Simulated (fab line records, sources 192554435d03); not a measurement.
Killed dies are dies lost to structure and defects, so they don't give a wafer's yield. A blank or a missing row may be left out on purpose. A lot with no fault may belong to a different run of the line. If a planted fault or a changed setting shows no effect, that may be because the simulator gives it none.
fab line records	flow n5Finfet
record: lots: 6	wafers: 18	lastDay: 16
route steps=1938 shown BEOL_M5@1118 PASSIVATION@1936
lots that met no fault: from a run of the same line without faults
startH: hours from the record's opening day to when the first of the lot's shown wafers began	waitH: time in hours since the lot's previous step	" the same as in the row above	L1.1+2: several wafers, shown together as one row	- value missing, or start not given	* or withheld: withheld	< > ~ a bound
route shown NAME@n: NAME is a module with steps in the file, n the number in the route of the first one	usual: the fault-free wafers' mean and standard deviation	same: alike in all rows	chamber/n: place in a boat	sites: readings site by site	_std_site: the standard deviation of these	_edge_site: inner sites' mean taken away from outer sites' mean	radiusMm: for every site, how far away it sits from the centre of the wafer	mask NAME#n: copy n	behind: the last tool/chamber to shape the wafer	hold: cause of the lot's hold/its duration in hours/its outcome	device: which transistor (n, p or np) failed to switch	end of line: tests of these same wafers at the route's end	step lacking rows: just its recipe	killed: at the first sort, the dies lost to defects and structure; wafer yield is something else	map: dies across one wafer; x = killed, . = not, _ = none there
set.NAME: setting as actually run; set.NAME@STEP: the setting as run at that earlier step	model.NAME: the simulator's own value behind a step, which no gauge read
lots at some steps of the route; a table a step, a row a wafer
services: from which hour (startH, from the record's first day; less than 0 if before it) a tool's chamber was out of use, for how many hours, and why
== steps ==
step: N5_BEOL_M5_COAT_60
recipe: resist: SiARC	tempC: 220	timeS: 60	spinRpm: 1500	resistThkNm: 12
step: N5_BEOL_M5_COAT_71
recipe: resist: underlayer	tempC: 205	timeS: 60	spinRpm: 1500	resistThkNm: 5
step: N5_BEOL_M5_COAT_05
recipe: resist: CAR-EUV	spinRpm: 1500	resistThkNm: 30
step: N5_BEOL_M5_EBR_07
recipe: solvent: PGMEA	ebrWidthMm: 1.5
step: N5_BEOL_M5_SOFTBAKE_06
recipe: tempC: 110	timeS: 60	resist: CAR-EUV
step: N5_BEOL_M5_EXPOSE_08
recipe: maskId: M5	na: 0.33	sourceShape: annular	sigmaInner: 0.4	sigmaOuter: 0.8	polarization: unpolarized	targetCdNm: 28	doseMj: 35.75
step: N5_BEOL_M5_PEB_09
recipe: pebTempC: 100	pebTimeS: 60	resist: CAR-EUV
step: N5_BEOL_M5_DEVELOP_10
recipe: developTimeS: 30	developer: TMAH	resist: CAR-EUV	rinseLiquid: surfactantRinse	dry: airSpin	devTempC: 23
step: N5_BEOL_M5_CD_MEAS_11
recipe: targetCdNm: 27.74	landingEnergyEv: 500	detector: seInlens
usual: cdNm: 27.99/0.24
same: landingEnergyEv: 500
lot.wafer	tool	chamber	startH	waitH	cdNm
L983.3	cdSem-03	0	184.92	-	28.27
L983.4	"	0	"	"	27.31
L983.6	"	0	"	"	27.95
L985.3	cdSem-03	0	198.60	-	28.29
L985.4	"	0	"	"	27.79
L985.5	"	0	"	"	28.11
L994.2	cdSem-02	0	254.88	-	28.24
L994.4	"	0	"	"	27.93
L994.5	"	0	"	"	27.83
L995.1	cdSem-03	0	255.11	-	28.01
L995.2	"	0	"	"	28.08
L995.5	"	0	"	"	27.94
L998.1	cdSem-02	0	270.07	-	27.82
L998.3	"	0	"	"	28.24
L998.6	"	0	"	"	27.92
L101.2	cdSem-01	0	297.60	-	28.20
L101.4	"	0	"	"	28.40
L101.6	"	0	"	"	28.15
step: N5_BEOL_M5_OVL_MEAS_12
recipe: pointsPerWafer: 522
usual: M5_OVL: 0.5/0.51
lot.wafer	tool	chamber	startH	waitH	M5_OVL[nm]
L983.3	overlay-01	0	184.96	0.0	1.8
L983.4	"	0	"	"	0.8
L983.6	"	0	"	"	0.3
L985.3	overlay-02	0	198.64	0.0	0.6
L985.4	"	0	"	"	0.5
L985.5	"	0	"	"	1.4
L994.2	overlay-02	0	254.92	0.0	-0.1
L994.4	"	0	"	"	0.6
L994.5	"	0	"	"	1.5
L995.1	overlay-01	0	255.14	0.0	0.8
L995.2	"	0	"	"	1.0
L995.5	"	0	"	"	1.3
L998.1	overlay-01	0	270.10	0.0	-0.2
L998.3	"	0	"	"	0.0
L998.6	"	0	"	"	0.8
L101.2	overlay-02	0	297.63	0.0	0.2
L101.4	"	0	"	"	-0.1
L101.6	"	0	"	"	-0.1
step: N5_BEOL_M5_INSPECT_13
recipe: mode: adi	inspectInstrument: brightfield
usual: rawDefectCount: 384/86
lot.wafer	tool	chamber	startH	waitH	rawDefectCount
L983.3	defectInspect-02	-	185.00	0.0	429
L983.4	"	-	"	"	416
L983.6	"	-	"	"	387
L985.3	defectInspect-02	-	198.68	0.0	367
L985.4	"	-	"	"	322
L985.5	"	-	"	"	326
L994.2	defectInspect-01	-	254.97	0.0	286
L994.4	"	-	"	"	376
L994.5	"	-	"	"	305
L995.1	defectInspect-01	-	255.20	0.1	319
L995.2	"	-	"	"	324
L995.5	"	-	"	"	361
L998.1	defectInspect-01	-	270.16	0.1	297
L998.3	"	-	"	"	416
L998.6	"	-	"	"	354
L101.2	defectInspect-01	-	297.69	0.0	338
L101.4	"	-	"	"	274
L101.6	"	-	"	"	341
step: N5_BEOL_M5_DESCUM_16
recipe: chemistry: O2	timeS: 7	sourcePowerW: 50	biasPowerW: 20	pressureMtorr: 20	rfFrequencyHz: 2.712e+07	tempC: 40	resist: CAR-EUV	o2FlowSccm: 225
usual: chamberPressureMTorr: 20.001/0.02	drypumpMotorCurrentA: 5.5/0.41	oesProductAu: 0.79/0.067	rfVppV: 243.2/1.5	showerheadPlenumPTorr: 2.10/0.091	throttleValvePct: 20.33/0.19
lot.wafer	tool	chamber	startH	waitH	chamberPressureMTorr	drypumpMotorCurrentA	oesProductAu	rfHoursCounterH	rfVppV	showerheadPlenumPTorr	throttleValvePct
L983.3	rieDiel-02	0	185.04	0.0	19.976	5.0	0.74	172	243.5	2.10	20.50
L983.4	"	1	"	"	19.992	6.0	0.78	149	242.4	1.99	20.01
L983.6	"	0	"	"	20.035	5.0	0.75	-	242.7	2.10	20.49
L985.3	rieDiel-02	3	198.72	0.0	19.996	5.5	0.74	155	244.6	2.17	20.32
L985.4	"	0	"	"	20.017	5.0	0.74	176	241.0	2.10	20.49
L985.5	"	3	"	"	20.035	5.5	0.74	-	244.3	2.17	20.32
L994.2	rieDiel-06	3	255.05	0.1	19.989	5.9	0.76	164	239.6	1.92	20.12
L994.4	"	2	"	"	19.999	5.4	0.81	-	242.6	2.22	20.48
L994.5	"	3	"	"	20.016	5.9	0.78	-	240.6	1.92	20.12
L995.1	rieDiel-02	3	255.23	0.0	20.016	5.5	0.74	172	244.3	2.16	20.36
L995.2	"	2	"	"	19.990	5.9	0.71	223	242.9	2.05	20.53
L995.5	"	2	"	"	20.006	5.9	0.71	-	243.1	2.05	20.53
L998.1	rieDiel-02	2	270.20	0.0	20.039	5.9	0.71	228	242.6	2.05	20.53
L998.3	"	0	"	"	20.019	5.0	0.72	198	243.2	2.09	20.54
L998.6	"	2	"	"	19.968	5.9	0.71	-	242.7	2.05	20.54
L101.2	rieDiel-02	1	297.72	0.0	19.967	6.0	0.75	184	242.8	1.98	20.04
L101.4	"	3	"	"	20.004	5.5	0.72	185	242.4	2.16	20.37
L101.6	"	0	"	"	19.976	5.1	0.71	-	243.7	2.09	20.53
step: N5_BEOL_M5_ETCH_72
recipe: chemistry: N2/H2	target: underlayer	targetDepthA: 65	maskMaterial: CAR-EUV	timeS: 5.2	ionEnergyEv: 200	pressureMtorr: 30	sourceW: 840	biasW: 150	n2FlowSccm: 200	h2FlowSccm: 200	ends: cleared
usual: biasW: 149.9/0.48	chamberPressureMTorr: 30.01/0.039	drypumpMotorCurrentA: 5.5/0.41	etchRfOnTimeS: 5.19/0.17	n2FlowSccm: 200.0/0.61	oesProductAu: 0.68/0.058	rfVppV: 524/3	showerheadPlenumPTorr: 2.55/0.11	throttleValvePct: 17.75/0.22
lot.wafer	tool	chamber	startH	waitH	biasW	chamberPressureMTorr	drypumpMotorCurrentA	etchRfOnTimeS	n2FlowSccm	oesProductAu	rfHoursCounterH	rfVppV	showerheadPlenumPTorr	throttleValvePct
L983.3	rieDiel-02	0	185.07	0.0	150.2	30.03	5.0	5.18	201.0	0.64	172	524	2.51	17.69
L983.4	"	1	"	"	149.8	30.08	6.0	4.99	199.4	0.66	149	522	2.42	17.50
L983.6	"	0	"	"	148.7	30.01	5.0	5.08	200.8	0.64	-	523	2.51	17.69
L985.3	rieDiel-02	3	198.75	0.0	149.9	29.98	5.5	5.29	199.3	0.63	155	528	2.66	18.10
L985.4	"	0	"	"	150.4	29.96	5.0	5.21	200.0	0.62	176	522	2.51	17.70
L985.5	"	3	"	"	150.3	30.04	5.4	5.29	199.2	0.62	-	527	2.66	18.10
L994.2	rieDiel-06	3	255.09	0.0	150.1	29.98	5.9	5.07	198.6	0.67	164	517	2.32	17.49
L994.4	"	2	"	"	149.5	30.02	5.4	4.86	199.5	0.70	-	526	2.66	17.73
L994.5	"	3	"	"	149.6	29.98	5.9	5.06	199.3	0.66	-	517	2.32	17.50
L995.1	rieDiel-02	3	255.26	0.0	149.9	30.00	5.5	5.28	200.1	0.62	172	527	2.65	18.09
L995.2	"	2	"	"	148.8	30.04	5.9	5.38	200.2	0.59	223	522	2.50	17.99
L995.5	"	2	"	"	149.6	30.04	5.9	5.43	200.6	0.60	-	523	2.50	17.99
L998.1	rieDiel-02	2	270.23	0.0	181.7	29.96	5.9	4.87	199.6	0.63	228	590	2.50	18.01
L998.3	"	0	"	"	181.6	30.00	5.0	4.72	200.3	0.64	198	589	2.50	17.72
L998.6	"	2	"	"	180.9	29.98	5.9	4.90	199.5	0.62	-	589	2.50	18.00
L101.2	rieDiel-02	1	297.75	0.0	182.3	30.06	6.0	4.58	199.6	0.68	184	589	2.41	17.57
L101.4	"	3	"	"	181.9	30.07	5.5	4.77	200.5	0.65	185	591	2.65	18.14
L101.6	"	0	"	"	181.1	30.02	5.0	4.68	200.0	0.64	-	591	2.50	17.76
step: N5_BEOL_M5_ETCH_61
recipe: chemistry: CF4	target: SiARC	targetDepthA: 156	maskMaterial: CAR-EUV	timeS: 26	ionEnergyEv: 80	pressureMtorr: 40	sourceW: 545	biasW: 36	Ar_flow_sccm: 100	cf4FlowSccm: 100	ends: cleared
usual: biasW: 36.01/0.12	chamberPressureMTorr: 40.00/0.038	drypumpMotorCurrentA: 5.5/0.41	etchRfOnTimeS: 25.9/0.79	oesProductAu: 0.68/0.057	rfVppV: 184.0/1.4	showerheadPlenumPTorr: 2.14/0.078	throttleValvePct: 15.50/0.12
lot.wafer	tool	chamber	startH	waitH	biasW	chamberPressureMTorr	drypumpMotorCurrentA	etchRfOnTimeS	oesProductAu	rfHoursCounterH	rfVppV	showerheadPlenumPTorr	throttleValvePct
L983.3	rieDiel-02	0	185.09	0.0	36.22	40.05	5.0	26.4	0.63	172	183.3	2.14	15.62
L983.4	"	1	"	"	36.13	40.02	6.0	25.5	0.66	149	182.0	2.07	15.39
L983.6	"	0	"	"	36.12	39.97	5.0	26.6	0.62	-	185.3	2.14	15.60
L985.3	rieDiel-02	3	198.77	0.0	35.73	39.96	5.5	25.9	0.63	155	184.3	2.21	15.59
L985.4	"	0	"	"	35.98	39.95	5.0	26.2	0.63	176	183.1	2.14	15.62
L985.5	"	3	"	"	35.68	40.04	5.4	26.1	0.63	-	183.0	2.21	15.58
L994.2	rieDiel-06	3	255.10	0.0	35.96	40.09	5.9	25.3	0.67	164	181.9	1.98	15.39
L994.4	"	2	"	"	36.01	40.05	5.4	24.3	0.69	-	186.0	2.24	15.52
L994.5	"	3	"	"	35.94	39.95	5.9	25.6	0.66	-	181.0	1.98	15.39
L995.1	rieDiel-02	3	255.28	0.0	36.00	39.99	5.5	25.9	0.62	172	184.8	2.21	15.62
L995.2	"	2	"	"	36.14	39.98	5.9	26.7	0.59	223	184.0	2.09	15.69
L995.5	"	2	"	"	36.09	39.97	5.9	26.8	0.60	-	183.9	2.09	15.67
L998.1	rieDiel-02	2	270.25	0.0	36.07	40.06	5.9	26.6	0.60	228	184.9	2.09	15.67
L998.3	"	0	"	"	36.10	40.00	5.0	25.8	0.62	198	182.1	2.13	15.66
L998.6	"	2	"	"	35.90	39.95	5.9	26.6	0.60	-	182.8	2.09	15.66
L101.2	rieDiel-02	1	297.77	0.0	36.10	39.94	6.0	25.4	0.64	184	182.7	2.05	15.47
L101.4	"	3	"	"	35.86	40.00	5.4	26.1	0.61	185	185.6	2.20	15.64
L101.6	"	0	"	"	35.99	39.97	5.0	26.3	0.61	-	183.7	2.13	15.69
step: N5_PASSIVATION_PROBE_49
usual: defectLimitedYield: 91.4/1.6	killed_at_M0_to_M3: 31/11	killed_at_M4_up: 14/5.7	killedAtContacts: 12/6	killedAtFrontEnd: 41/13	killedAtOther: 3.3/2.8	killedDies: 101/19	killedOpen: 67/14	killedShort: 33/8.2	sort_bin_4_leakage: 0.0/0.37	sort_bin_5_function: 5.0/1.1	sort_bin_6_memory: 3.3/0.74	sortNPass: 1078/20	sortYieldPct: 91.3/1.7
same: grossDies: 1180	killedAtBackSide: 0	sort_bin_8_speed[%]: 0
lot.wafer	tool	chamber	startH	waitH	defectLimitedYield[%]	killed_at_M0_to_M3	killed_at_M4_up	killedAtContacts	killedAtFrontEnd	killedAtOther	killedDies	killedOpen	killedShort	sort_bin_4_leakage[%]	sort_bin_5_function[%]	sort_bin_6_memory[%]	sortNPass	sortYieldPct[%]
L994.2	prober-02	-	360.31	0.1	91.2	36	6	17	37	8	104	68	36	0	5.5	3.1	1076	91.2
L994.4	prober-02	-	360.41	0.2	90.8	24	27	10	37	10	108	67	39	0	5.0	3.8	1072	90.8
L994.5	prober-02	-	360.46	0.2	91.1	35	20	13	32	5	105	65	38	0	5.3	3.3	1075	91.1
killed by level:class
L994.2 MOL_CONTACT_COAG:geometricParticle:open=14 FIN_SAQP:geometricParticle:short=10 STI_FIN_REVEAL:geometricParticle:open=8 BEOL_M0_SAQP:geometricParticle:short=8 BEOL_M0_SAQP:geometricParticle:open=6 BEOL_M0:geometricParticle:open=6 BEOL_M3:geometricParticle:open=6 BEOL_M1:geometricParticle:open=5
L994.4 BEOL_M4:geometricParticle:open=11 MOL_CONTACT_COAG:geometricParticle:open=9 BEOL_M0_SAQP:geometricParticle:short=7 FIN_SAQP:geometricParticle:open=6 SPACER0:geometricParticle:open=5 BEOL_M4:geometricParticle:short=5 DUMMY_GATE:geometricParticle:open=4 BEOL_M2:geometricParticle:short=4
L994.5 BEOL_M0_SAQP:geometricParticle:short=10 MOL_CONTACT_COAG:geometricParticle:open=8 BEOL_M0_SAQP:geometricParticle:open=7 BEOL_M4:geometricParticle:open=6 FIN_SAQP:geometricParticle:open=5 BEOL_M3:geometricParticle:open=5 SPACER0:geometricParticle:short=5 MOL_CONTACT_COAG:geometricParticle:short=5
== services ==
tool	chamber	startH	hours	kind
rieDiel-06	1	237.52	-	clean
rieDiel-06	1	237.52	-	consumableReplace:focusRing
rieDiel-06	1	237.52	21.4	scheduledDown
rieDiel-06	1	237.52	21.4	ventCycle
rieDiel-06	3	272.94	8.2	repair
== key ==
firstSign: step: N5_BEOL_M5_ETCH_72	reading: biasW	direction: up	sigmas: 66	usual: *	struck: *
effect: step: N5_BEOL_M5_ETCH_72	reading: rfVppV	direction: up	sigmas: 22	usual: 524	struck: 590
metAt N5_BEOL_M5_ETCH_72
struckWafers L998.1,L998.3,L998.6,L101.2,L101.4,L101.6
onsetBetween 255.26 270.23
fault: kind: processParameterDrift	tool: rieDiel-02	chamber: -	onsetH: 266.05	steps: N5_BEOL_M5_ETCH_72	channel: biasW	offset: *	shape: step	endH: 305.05	actsIn: *	stated: *
